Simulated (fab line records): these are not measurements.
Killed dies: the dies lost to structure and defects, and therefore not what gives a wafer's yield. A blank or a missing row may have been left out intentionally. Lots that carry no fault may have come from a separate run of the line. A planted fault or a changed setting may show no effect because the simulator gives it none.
Chamber matching | flow n5Finfet | 4 sister chambers for N5_BEOL_M0_ALD_136 on aldMetal-02
The step deposits TaN, pulse time 2 s, purge time 3 s, co reactant purge time 2 s. 27 wafers are shown with their chamber, then 12 later ones without.

== WAFERS PAIRED WITH THEIR CHAMBERS ==
wafer  | chamber | heaterPowerW (W)
L075.2 | 0       | 385
L075.5 | 2       | 503
L075.6 | 0       | 382
L077.1 | 2       | 498
L077.4 | 1       | 525
L077.5 | 2       | 492
L078.3 | 2       | 502
L078.4 | 2       | 494
L078.5 | 1       | 515
L082.2 | 1       | 530
L082.4 | 0       | 383
L082.5 | 2       | 499
L084.1 | 0       | 385
L084.5 | 2       | 487
L084.6 | 3       | 495
L085.2 | 1       | 516
L085.3 | 0       | 386
L085.4 | 3       | 494
L087.1 | 1       | 513
L087.5 | 2       | 485
L087.6 | 1       | 528
L090.2 | 3       | 490
L090.3 | 0       | 386
L090.5 | 0       | 381
L093.3 | 3       | 492
L093.5 | 1       | 540
L093.6 | 0       | 383

SIGNATURES, as means of the wafers listed above
reading      | chamber 0 | chamber 1 | chamber 2 | chamber 3 | scatter within a chamber
heaterPowerW | 383.88    | 523.86    | 495.00    | 492.75    | 6.35
Rule: for a wafer and a chamber, the distance is found by dividing, reading by reading, the gap between the wafer's reading and the chamber's mean by the reading's scatter, squaring, summing and taking the root. If the next closest chamber is less than 2 further off than the closest, the wafer can't be placed; otherwise it belongs to the closest. The scatter: the root of (the sum of the squares of (reading less its chamber's mean) over the shown wafers, divided by (wafers less chambers)).

== WAFERS WHOSE CHAMBER IS MISSING ==
wafer  | heaterPowerW (W)
L094.2 | 502
L094.3 | 499
L094.5 | 484
L095.1 | 379
L095.4 | 521
L095.6 | 483
L096.2 | 491
L096.4 | 532
L096.5 | 378
L091.3 | 521
L091.4 | 513
L091.5 | 373

== WHICH CHAMBER EACH WENT THROUGH ==
wafer  | from the rows above          | in truth
L094.2 | can't be placed: 2 or 3      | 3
L094.3 | can't be placed: 2 or 3      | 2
L094.5 | can't be placed: 3 or 2      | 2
L095.1 | 0                            | 0
L095.4 | 1                            | 1
L095.6 | can't be placed: 3 or 2      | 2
L096.2 | can't be placed: 3 or 2      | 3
L096.4 | 1                            | 1
L096.5 | 0                            | 0
L091.3 | 1                            | 1
L091.4 | can't be placed: 1 or 2 or 3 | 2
L091.5 | 0                            | 0
Placed correctly: 6 of 12. Cannot be placed on the basis of these rows: 6; the candidates contain the true chamber in 6. Placed wrongly: 0.
